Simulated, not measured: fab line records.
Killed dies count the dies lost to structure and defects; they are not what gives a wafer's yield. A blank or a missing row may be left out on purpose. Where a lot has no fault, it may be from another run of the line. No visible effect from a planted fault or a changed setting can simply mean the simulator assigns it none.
fab line records	flow n5Finfet	part 1 of 2: steps 1 to 23 of 29
[record] lots = 5	wafers = 15	lastDay = 16
route steps=1938 shown BEOL_M1@764
lots with no fault: from the same line, run without faults
startH: hours from the record's opening day to when the first of the lot's shown wafers began	waitH: hours elapsed since this lot's preceding step	" same as the row above	L1.1+2: a single row standing in for several wafers	- no value present, or no start provided	* or withheld: withheld	< > ~ a bound
route shown NAME@n: a module of which the file shows steps, and the number in the route of the first	usual: average and standard deviation across the fault-free wafers	same: alike in all rows	chamber/n: place in a boat	sites: each site's reading	_std_site: how widely they spread, as a standard deviation	_edge_site: mean of outer sites minus mean of inner sites	radiusMm: for every site, how far away it sits from the centre of the wafer	mask NAME#n: copy n	behind: tool/chamber where the wafer was last shaped	hold: why the lot was held/for how many hours/how that ended	device: which transistor (n, p or np) failed to switch	end of line: the route-end tests of the same wafers	where a step has no rows: the recipe by itself	killed: at the first sort, the dies lost to defects and structure; wafer yield is something else	map: a wafer's dies, marking killed ones x, the rest . and places with no die _
set.NAME: the run value of the setting; set.NAME@STEP: its run value at that earlier step	model.NAME: the simulator's own value behind a step, which no gauge read
lots seen at some steps along the route; tables by step, rows by wafer
services: from which hour (startH, from the record's first day; less than 0 if before it) a tool's chamber was out of use, for how many hours, and why
[[steps]]
[step N5_BEOL_M1_CD_MEAS_11]
[recipe] targetCdNm = 17.05	landingEnergyEv = 500	detector = seInlens	polarity = opening
[usual] cdNm = 16.97/0.25
lot.wafer	tool	chamber	startH	waitH	cdNm
L077.1	cdSem-03	0	143.58	-	17.11
L077.4	"	0	"	"	17.13
L077.5	"	0	"	"	17.21
L079.2	cdSem-02	0	149.91	-	16.72
L079.3	"	0	"	"	16.96
L079.4	"	0	"	"	16.89
L084.1	cdSem-03	0	182.93	-	17.38
L084.3	"	0	"	"	16.89
L084.6	"	0	"	"	16.67
L090.1	cdSem-02	0	218.37	-	16.38
L090.3	"	0	"	"	16.75
L090.4	"	0	"	"	16.49
L091.3	cdSem-03	0	226.62	-	16.87
L091.5	"	0	"	"	17.12
L091.6	"	0	"	"	16.95
[step N5_BEOL_M1_OVL_MEAS_12]
[recipe] pointsPerWafer = 522
[usual] M1_OVL = 0.6/0.73
lot.wafer	tool	chamber	startH	waitH	M1_OVL[nm]
L077.1	overlay-01	0	143.61	0.0	-0.6
L077.4	"	0	"	"	0.2
L077.5	"	0	"	"	0.1
L079.2	overlay-01	0	149.95	0.0	-0.5
L079.3	"	0	"	"	0.2
L079.4	"	0	"	"	-0.2
L084.1	overlay-01	0	182.96	0.0	1.4
L084.3	"	0	"	"	1.1
L084.6	"	0	"	"	1.5
L090.1	overlay-02	0	218.40	0.0	-0.7
L090.3	"	0	"	"	0.6
L090.4	"	0	"	"	0.3
L091.3	overlay-02	0	226.66	0.0	0.6
L091.5	"	0	"	"	0.7
L091.6	"	0	"	"	0.1
[step N5_BEOL_M1_INSPECT_13]
[recipe] mode = adi	inspectInstrument = brightfield
[usual] rawDefectCount = 399/100
lot.wafer	tool	chamber	startH	waitH	rawDefectCount
L077.1	defectInspect-02	-	143.67	0.1	295
L077.4	"	-	"	"	308
L077.5	"	-	"	"	255
L079.2	defectInspect-02	-	150.00	0.0	240
L079.3	"	-	"	"	289
L079.4	"	-	"	"	323
L084.1	defectInspect-02	-	183.02	0.1	484
L084.3	"	-	"	"	514
L084.6	"	-	"	"	569
L090.1	defectInspect-02	-	218.46	0.1	429
L090.3	"	-	"	"	465
L090.4	"	-	"	"	373
L091.3	defectInspect-01	-	226.71	0.0	498
L091.5	"	-	"	"	562
L091.6	"	-	"	"	353
[step N5_BEOL_M1_DESCUM_16]
[recipe] chemistry = O2	timeS = 7	sourcePowerW = 50	biasPowerW = 20	pressureMtorr = 20	rfFrequencyHz = 2.712e+07	tempC = 40	resist = CAR-EUV	o2FlowSccm = 225
[usual] drypumpMotorCurrentA = 5.8/0.52	oesProductAu = 0.79/0.073	rfVppV = 243.4/1.3	showerheadPlenumPTorr = 2.10/0.068	throttleValvePct = 20.46/0.24
lot.wafer	tool	chamber	startH	waitH	drypumpMotorCurrentA	oesProductAu	rfHoursCounterH	rfVppV	showerheadPlenumPTorr	throttleValvePct
L077.1	rieDiel-01	2	143.70	0.0	5.3	0.96	4	243.5	2.05	20.38
L077.4	"	0	"	"	6.8	0.87	-	246.7	2.22	20.38
L077.5	"	1	"	"	5.5	0.88	-	243.9	2.13	20.02
L079.2	rieDiel-05	0	150.04	0.0	5.7	0.80	93	244.1	2.20	20.14
L079.3	"	2	"	"	5.2	0.76	163	244.6	2.08	20.22
L079.4	"	3	"	"	6.3	0.80	89	243.2	2.11	20.74
L084.1	rieDiel-05	0	183.05	0.0	5.7	0.81	103	244.9	2.20	20.16
L084.3	"	3	"	"	6.3	0.81	98	242.4	2.11	20.78
L084.6	"	2	"	"	5.2	0.75	-	241.9	2.08	20.24
L090.1	rieDiel-04	2	218.49	0.0	6.5	0.74	149	241.3	1.99	20.70
L090.3	"	0	"	"	6.5	0.68	244	242.6	2.14	20.52
L090.4	"	2	"	"	6.5	0.74	-	243.2	1.99	20.72
L091.3	rieDiel-04	2	226.74	0.0	6.4	0.73	152	241.9	1.99	20.73
L091.5	"	2	"	"	6.4	0.73	-	241.6	1.99	20.73
L091.6	"	0	"	"	6.5	0.69	-	243.6	2.13	20.55
[step N5_BEOL_M1_ETCH_74]
[recipe] chemistry = N2/H2	target = underlayer	targetDepthA = 65	maskMaterial = CAR-EUV	timeS = 5.2	ionEnergyEv = 200	pressureMtorr = 30	sourceW = 840	biasW = 150	n2FlowSccm = 200	h2FlowSccm = 200	ends = cleared
[usual] drypumpMotorCurrentA = 5.8/0.53	etchRfOnTimeS = 5.20/0.13	oesProductAu = 0.67/0.064	rfVppV = 524.1/2.6	showerheadPlenumPTorr = 2.56/0.084	throttleValvePct = 17.94/0.23
lot.wafer	tool	chamber	startH	waitH	drypumpMotorCurrentA	etchRfOnTimeS	oesProductAu	rfHoursCounterH	rfVppV	showerheadPlenumPTorr	throttleValvePct
L077.1	rieDiel-01	2	143.74	0.0	5.4	5.22	0.82	4	523.7	2.49	17.70
L077.4	"	0	"	"	6.7	5.27	0.74	-	527.3	2.71	17.81
L077.5	"	1	"	"	5.5	5.00	0.76	-	525.2	2.59	17.48
L079.2	rieDiel-05	0	150.07	0.0	5.7	5.16	0.69	93	525.6	2.68	17.64
L079.3	"	2	"	"	5.2	5.22	0.64	163	524.2	2.54	17.80
L079.4	"	3	"	"	6.3	5.17	0.70	89	523.4	2.55	18.14
L084.1	rieDiel-05	0	183.08	0.0	5.7	5.10	0.68	103	528.0	2.67	17.62
L084.3	"	3	"	"	6.3	5.18	0.69	98	523.1	2.55	18.17
L084.6	"	2	"	"	5.2	5.14	0.63	-	522.3	2.54	17.81
L090.1	rieDiel-04	2	218.53	0.0	6.5	5.34	0.62	149	521.2	2.44	18.18
L090.3	"	0	"	"	6.5	5.24	0.58	244	525.5	2.62	18.16
L090.4	"	2	"	"	6.5	5.27	0.62	-	519.0	2.44	18.16
L091.3	rieDiel-04	2	226.77	0.0	6.4	5.30	0.63	152	521.5	2.44	18.20
L091.5	"	2	"	"	6.5	5.22	0.62	-	520.4	2.44	18.22
L091.6	"	0	"	"	6.5	5.22	0.59	-	523.3	2.62	18.16
[step N5_BEOL_M1_ETCH_63]
[recipe] chemistry = CF4	target = SiARC	targetDepthA = 156	maskMaterial = CAR-EUV	timeS = 26	ionEnergyEv = 80	pressureMtorr = 40	sourceW = 545	biasW = 36	Ar_flow_sccm = 100	cf4FlowSccm = 100	ends = cleared
[usual] drypumpMotorCurrentA = 5.8/0.52	etchRfOnTimeS = 25.9/0.6	oesProductAu = 0.67/0.064	rfVppV = 184.1/1.2	showerheadPlenumPTorr = 2.15/0.063	throttleValvePct = 15.63/0.25
lot.wafer	tool	chamber	startH	waitH	drypumpMotorCurrentA	etchRfOnTimeS	oesProductAu	rfHoursCounterH	rfVppV	showerheadPlenumPTorr	throttleValvePct
L077.1	rieDiel-01	2	143.76	0.0	5.3	26.1	0.83	4	183.6	2.10	15.39
L077.4	"	0	"	"	6.7	26.3	0.74	-	186.8	2.25	15.39
L077.5	"	1	"	"	5.5	25.3	0.75	-	184.5	2.17	15.12
L079.2	rieDiel-05	0	150.09	0.0	5.7	25.9	0.69	93	187.1	2.26	15.38
L079.3	"	2	"	"	5.2	26.0	0.64	163	183.2	2.14	15.46
L079.4	"	3	"	"	6.3	26.0	0.71	89	184.0	2.18	15.97
L084.1	rieDiel-05	0	183.10	0.0	5.6	25.1	0.69	103	187.0	2.26	15.41
L084.3	"	3	"	"	6.3	25.3	0.70	98	184.4	2.17	16.01
L084.6	"	2	"	"	5.2	25.4	0.64	-	183.8	2.14	15.49
L090.1	rieDiel-04	2	218.54	0.0	6.4	25.9	0.63	149	182.5	2.07	15.98
L090.3	"	0	"	"	6.5	26.1	0.59	244	183.2	2.19	15.84
L090.4	"	2	"	"	6.4	25.6	0.63	-	182.3	2.07	15.99
L091.3	rieDiel-04	2	226.79	0.0	6.4	26.1	0.63	152	182.4	2.07	16.00
L091.5	"	2	"	"	6.4	26.2	0.62	-	181.7	2.07	15.98
L091.6	"	0	"	"	6.5	26.4	0.58	-	185.4	2.19	15.85
[step N5_BEOL_M1_ETCH_64]
[recipe] chemistry = N2/H2	target = SOC	targetDepthA = 750	overetchA = 150	maskMaterial = SiARC	tempC = 40	timeS = 112.5	ionEnergyEv = 200	pressureMtorr = 30	sourceW = 840	biasW = 150	n2FlowSccm = 200	h2FlowSccm = 200
[usual] drypumpMotorCurrentA = 5.8/0.52	oesProductAu = 0.62/0.055	rfVppV = 524.0/2.3	showerheadPlenumPTorr = 2.56/0.084	throttleValvePct = 17.90/0.24
lot.wafer	tool	chamber	startH	waitH	drypumpMotorCurrentA	oesProductAu	rfHoursCounterH	rfVppV	showerheadPlenumPTorr	throttleValvePct
L077.1	rieDiel-01	2	143.78	0.0	5.3	0.76	4	522.2	2.49	17.67
L077.4	"	0	"	"	6.7	0.68	-	528.4	2.71	17.78
L077.5	"	1	"	"	5.5	0.68	-	524.5	2.59	17.43
L079.2	rieDiel-05	0	150.12	0.0	5.7	0.63	93	528.3	2.68	17.55
L079.3	"	2	"	"	5.2	0.59	163	523.0	2.54	17.74
L079.4	"	3	"	"	6.3	0.65	89	524.8	2.55	18.13
L084.1	rieDiel-05	0	183.13	0.0	5.7	0.62	103	528.6	2.67	17.56
L084.3	"	3	"	"	6.3	0.64	98	524.4	2.55	18.14
L084.6	"	2	"	"	5.2	0.59	-	523.6	2.54	17.76
L090.1	rieDiel-04	2	218.57	0.0	6.4	0.58	149	521.3	2.44	18.16
L090.3	"	0	"	"	6.5	0.55	244	525.3	2.62	18.13
L090.4	"	2	"	"	6.5	0.58	-	522.2	2.44	18.15
L091.3	rieDiel-04	2	226.82	0.0	6.5	0.58	152	521.4	2.44	18.15
L091.5	"	2	"	"	6.4	0.58	-	520.5	2.44	18.16
L091.6	"	0	"	"	6.5	0.54	-	526.7	2.62	18.11
[step N5_BEOL_M1_STRIP_65]
[recipe] chemistry = N2/H2	tempC = 40	n2FlowSccm = 200	h2FlowSccm = 200	rfFrequencyHz = 6e+07
lot.wafer	tool	chamber	startH	waitH
L077.1+4+5	rieDiel-01	2,0,1	143.89	0.1
L079.2+3+4	rieDiel-05	0,2,3	150.23	0.1
L084.1+3+6	rieDiel-05	0,3,2	183.24	0.1
L090.1+3+4	rieDiel-04	2,0,2	218.68	0.1
L091.3+5+6	rieDiel-04	2,2,0	226.93	0.1
[step N5_BEOL_M1_STRIP_75]
[recipe] chemistry = N2/H2	tempC = 40	n2FlowSccm = 200	h2FlowSccm = 200	rfFrequencyHz = 6e+07
lot.wafer	tool	chamber	startH	waitH
L077.1+4+5	rieDiel-01	2,0,1	143.90	0.0
L079.2+3+4	rieDiel-05	0,2,3	150.24	0.0
L084.1+3+6	rieDiel-05	0,3,2	183.25	0.0
L090.1+3+4	rieDiel-04	2,0,2	218.69	0.0
L091.3+5+6	rieDiel-04	2,2,0	226.94	0.0
[step N5_BEOL_M1_STRIP_66]
[recipe] chemistry = CF4	resist = SiARC	powerW = 300	biasPowerW = 75	pressureMtorr = 50	cf4FlowSccm = 150	rfFrequencyHz = 6e+07
[usual] drypumpMotorCurrentA = 5.8/0.52	oesProductAu = 0.78/0.069	rfVppV = 271.3/1.4	showerheadPlenumPTorr = 1.80/0.058	throttleValvePct = 13.58/0.24
lot.wafer	tool	chamber	startH	waitH	drypumpMotorCurrentA	oesProductAu	rfHoursCounterH	rfVppV	showerheadPlenumPTorr	throttleValvePct
L077.1	rieDiel-01	2	143.91	0.0	5.4	0.95	4	269.5	1.74	13.26
L077.4	"	0	"	"	6.7	0.86	-	273.5	1.88	13.37
L077.5	"	1	"	"	5.5	0.85	-	272.3	1.82	13.11
L079.2	rieDiel-05	0	150.25	0.0	5.7	0.79	93	273.4	1.90	13.37
L079.3	"	2	"	"	5.2	0.73	163	269.6	1.80	13.45
L079.4	"	3	"	"	6.3	0.81	89	271.5	1.83	13.89
L084.1	rieDiel-05	0	183.26	0.0	5.7	0.78	103	272.5	1.90	13.41
L084.3	"	3	"	"	6.3	0.80	98	272.1	1.82	13.93
L084.6	"	2	"	"	5.2	0.74	-	270.4	1.79	13.48
L090.1	rieDiel-04	2	218.70	0.0	6.5	0.73	149	269.9	1.72	13.87
L090.3	"	0	"	"	6.5	0.69	244	272.8	1.83	13.86
L090.4	"	2	"	"	6.5	0.73	-	267.6	1.72	13.88
L091.3	rieDiel-04	2	226.95	0.0	6.4	0.73	152	269.9	1.72	13.90
L091.5	"	2	"	"	6.5	0.72	-	270.3	1.72	13.88
L091.6	"	0	"	"	6.5	0.68	-	273.2	1.83	13.85
[step N5_BEOL_M1_HM_OPEN_17]
[recipe] chemistry = Cl2/BCl3	targetDepthA = 200	overetchA = 60	target = TiN	maskMaterial = SOC	ionEnergyEv = 150	pressureMtorr = 10	icpW = 1000	biasW = 126	Cl2_flow_sccm = 53.25	bcl3FlowSccm = 21.75	Ar_flow_sccm = 25
[usual] drypumpMotorCurrentA = 5.61/0.26	oesProductAu = 0.61/0.059	throttleValvePct = 22.20/0.18
lot.wafer	tool	chamber	startH	waitH	drypumpMotorCurrentA	oesProductAu	rfHoursCounterH	throttleValvePct
L077.1	rieMetal-03	0	143.95	0.0	5.77	0.64	51	22.12
L077.4	"	1	"	"	5.12	0.66	-	22.18
L077.5	"	0	"	"	5.78	0.64	-	22.13
L079.2	rieMetal-02	1	150.29	0.0	5.55	0.54	107	22.02
L079.3	"	1	"	"	5.55	0.54	-	22.02
L079.4	"	0	"	"	5.58	0.68	-	22.15
L084.1	rieMetal-02	1	183.30	0.0	5.56	0.54	109	22.00
L084.3	"	1	"	"	5.54	0.54	-	22.02
L084.6	"	1	"	"	5.52	0.54	-	22.02
L090.1	rieMetal-01	1	218.74	0.0	5.66	0.52	127	22.62
L090.3	"	1	"	"	5.65	0.51	-	22.64
L090.4	"	0	"	"	6.03	0.60	-	22.20
L091.3	rieMetal-01	1	227.02	0.1	5.64	0.52	-	22.65
L091.5	"	0	"	"	6.04	0.59	-	22.21
L091.6	"	1	"	"	5.67	0.52	-	22.64
[step N5_BEOL_M1_STRIP_19]
[recipe] chemistry = O2	powerW = 400	tempC = 40	pressureMtorr = 30	rfFrequencyHz = 6e+07	biasPowerW = 0	overashFraction = 0.2	o2FlowSccm = 225
[usual] drypumpMotorCurrentA = 5.8/0.53	oesProductAu = 0.80/0.08	rfVppV = 3.6/0.53	showerheadPlenumPTorr = 2.11/0.067	throttleValvePct = 16.66/0.23
lot.wafer	tool	chamber	startH	waitH	drypumpMotorCurrentA	oesProductAu	rfHoursCounterH	rfVppV	showerheadPlenumPTorr	throttleValvePct
L077.1	rieDiel-01	1	144.16	0.2	5.5	0.89	62	3.9	2.14	16.26
L077.4	"	1	"	"	5.5	0.89	-	3.4	2.14	16.24
L077.5	"	0	"	"	6.7	0.89	-	3.2	2.22	16.57
L079.2	rieDiel-04	1	150.40	0.1	5.6	0.80	104	2.1	2.13	16.68
L079.3	"	0	"	"	6.5	0.72	220	3.4	2.15	16.81
L079.4	"	3	"	"	5.4	0.68	234	4.1	2.14	16.57
L084.1	rieDiel-05	2	183.41	0.1	5.2	0.75	172	4.1	2.08	16.49
L084.3	"	0	"	"	5.7	0.79	103	3.6	2.20	16.39
L084.6	"	1	"	"	5.8	0.74	-	3.9	2.01	16.90
L090.1	rieDiel-05	1	218.95	0.2	5.8	0.74	164	2.8	2.01	16.92
L090.3	"	3	"	"	6.3	0.80	109	4.1	2.11	17.00
L090.4	"	2	"	"	5.2	0.74	183	3.7	2.08	16.52
L091.3	rieDiel-04	1	227.11	0.1	5.6	0.77	130	3.6	2.12	16.75
L091.5	"	1	"	"	5.6	0.76	-	3.3	2.12	16.73
L091.6	"	0	"	"	6.5	0.69	-	4.4	2.14	16.84
[step N5_BEOL_M1_CD_MEAS_18]
[recipe] pitchNm = 36	targetCdNm = 18
[usual] cdNm = 17.8/0.35
lot.wafer	tool	chamber	startH	waitH	cdNm
L077.1	cdSem-01	-	144.23	0.0	17.7
L077.4	"	-	"	"	17.7
L077.5	"	-	"	"	18.1
L079.2	cdSem-01	-	150.48	0.1	17.7
L079.3	"	-	"	"	17.7
L079.4	"	-	"	"	17.6
L084.1	cdSem-02	-	183.48	0.0	18.1
L084.3	"	-	"	"	17.9
L084.6	"	-	"	"	18.3
L090.1	cdSem-01	-	219.02	0.0	17.2
L090.3	"	-	"	"	17.4
L090.4	"	-	"	"	17.9
L091.3	cdSem-03	-	227.18	0.1	17.8
L091.5	"	-	"	"	17.5
L091.6	"	-	"	"	17.9
[step N5_BEOL_M1_COAT_67]
[recipe] resist = SOC	tempC = 250	timeS = 60	spinRpm = 1500	resistThkNm = 60
lot.wafer	tool	chamber	startH	waitH
L077.1+4+5	lithoTrack-02	0	144.26	0.0
L079.2+3+4	lithoTrack-02	0	150.51	0.0
L084.1+3+6	lithoTrack-02	0	183.51	0.0
L090.1+3+4	lithoTrack-02	0	219.05	0.0
L091.3+5+6	lithoTrack-05	0	227.21	0.0
[step N5_BEOL_M1_COAT_68]
[recipe] resist = SiARC	tempC = 220	timeS = 60	spinRpm = 1500	resistThkNm = 12
lot.wafer	tool	chamber	startH	waitH
L077.1+4+5	lithoTrack-02	0	-	-
L079.2+3+4	lithoTrack-02	0	-	-
L084.1+3+6	lithoTrack-02	0	-	-
L090.1+3+4	lithoTrack-02	0	-	-
L091.3+5+6	lithoTrack-05	0	-	-
[step N5_BEOL_M1_COAT_76]
[recipe] resist = underlayer	tempC = 205	timeS = 60	spinRpm = 1500	resistThkNm = 5
lot.wafer	tool	chamber	startH	waitH
L077.1+4+5	lithoTrack-02	0	-	-
L079.2+3+4	lithoTrack-02	0	-	-
L084.1+3+6	lithoTrack-02	0	-	-
L090.1+3+4	lithoTrack-02	0	-	-
L091.3+5+6	lithoTrack-05	0	-	-
[step N5_BEOL_M1_COAT_22]
[recipe] resist = CAR-EUV	spinRpm = 1500	resistThkNm = 30
lot.wafer	tool	chamber	startH	waitH
L077.1+4+5	lithoTrack-02	0	-	-
L079.2+3+4	lithoTrack-02	0	-	-
L084.1+3+6	lithoTrack-02	0	-	-
L090.1+3+4	lithoTrack-02	0	-	-
L091.3+5+6	lithoTrack-05	0	-	-
[step N5_BEOL_M1_EBR_24]
[recipe] solvent = PGMEA	ebrWidthMm = 1.5
lot.wafer	tool	chamber	startH	waitH
L077.1+4+5	lithoTrack-02	0	-	-
L079.2+3+4	lithoTrack-02	0	-	-
L084.1+3+6	lithoTrack-02	0	-	-
L090.1+3+4	lithoTrack-02	0	-	-
L091.3+5+6	lithoTrack-05	0	-	-
[step N5_BEOL_M1_SOFTBAKE_23]
[recipe] tempC = 110	timeS = 60	resist = CAR-EUV
lot.wafer	tool	chamber	startH	waitH
L077.1+4+5	lithoTrack-02	0	-	-
L079.2+3+4	lithoTrack-02	0	-	-
L084.1+3+6	lithoTrack-02	0	-	-
L090.1+3+4	lithoTrack-02	0	-	-
L091.3+5+6	lithoTrack-05	0	-	-
[step N5_BEOL_M1_EXPOSE_25]
[recipe] maskId = V0	na = 0.33	sourceShape = quasar	sigmaInner = 0.2	sigmaOuter = 0.8	polarization = unpolarized	defocusNm = 5	targetCdNm = 24	doseMj = 63
lot.wafer	tool	chamber	startH	waitH	mask
L077.1+4+5	euvScanner-01	0	144.40	-	V0#0
L079.2+3+4	euvScanner-01	0	150.66	-	V0#0
L084.1+3+6	euvScanner-01	0	183.78	-	V0#0
L090.1+3+4	euvScanner-01	0	219.19	-	V0#0
L091.3+5+6	euvScanner-01	0	227.37	-	V0#0
[step N5_BEOL_M1_PEB_26]
[recipe] pebTempC = 100	pebTimeS = 60	resist = CAR-EUV
lot.wafer	tool	chamber	startH	waitH
L077.1+4+5	lithoTrack-03	0	144.48	0.1
L079.2+3+4	lithoTrack-03	0	150.73	0.1
L084.1+3+6	lithoTrack-03	0	183.85	0.1
L090.1+3+4	lithoTrack-03	0	219.27	0.1
L091.3+5+6	lithoTrack-02	0	227.43	0.1
[step N5_BEOL_M1_DEVELOP_27]
[recipe] developTimeS = 30	developer = TMAH	resist = CAR-EUV	rinseLiquid = surfactantRinse	dry = airSpin	devTempC = 23
lot.wafer	tool	chamber	startH	waitH
L077.1+4+5	lithoTrack-03	0	-	-
L079.2+3+4	lithoTrack-03	0	-	-
L084.1+3+6	lithoTrack-03	0	-	-
L090.1+3+4	lithoTrack-03	0	-	-
L091.3+5+6	lithoTrack-02	0	-	-
[step N5_BEOL_M1_CD_MEAS_28]
[recipe] landingEnergyEv = 500	detector = seInlens	targetCdYNm = 23.3
[usual] cdNm = 24.02/0.21
lot.wafer	tool	chamber	startH	waitH	cdNm
L077.1	cdSem-01	0	144.55	-	24.42
L077.4	"	0	"	"	23.98
L077.5	"	0	"	"	24.02
L079.2	cdSem-02	0	150.80	-	24.18
L079.3	"	0	"	"	24.05
L079.4	"	0	"	"	23.82
L084.1	cdSem-02	0	183.92	-	23.76
L084.3	"	0	"	"	23.82
L084.6	"	0	"	"	24.32
L090.1	cdSem-03	0	219.34	-	24.03
L090.3	"	0	"	"	24.01
L090.4	"	0	"	"	23.92
L091.3	cdSem-02	0	227.50	-	23.99
L091.5	"	0	"	"	24.06
L091.6	"	0	"	"	24.12
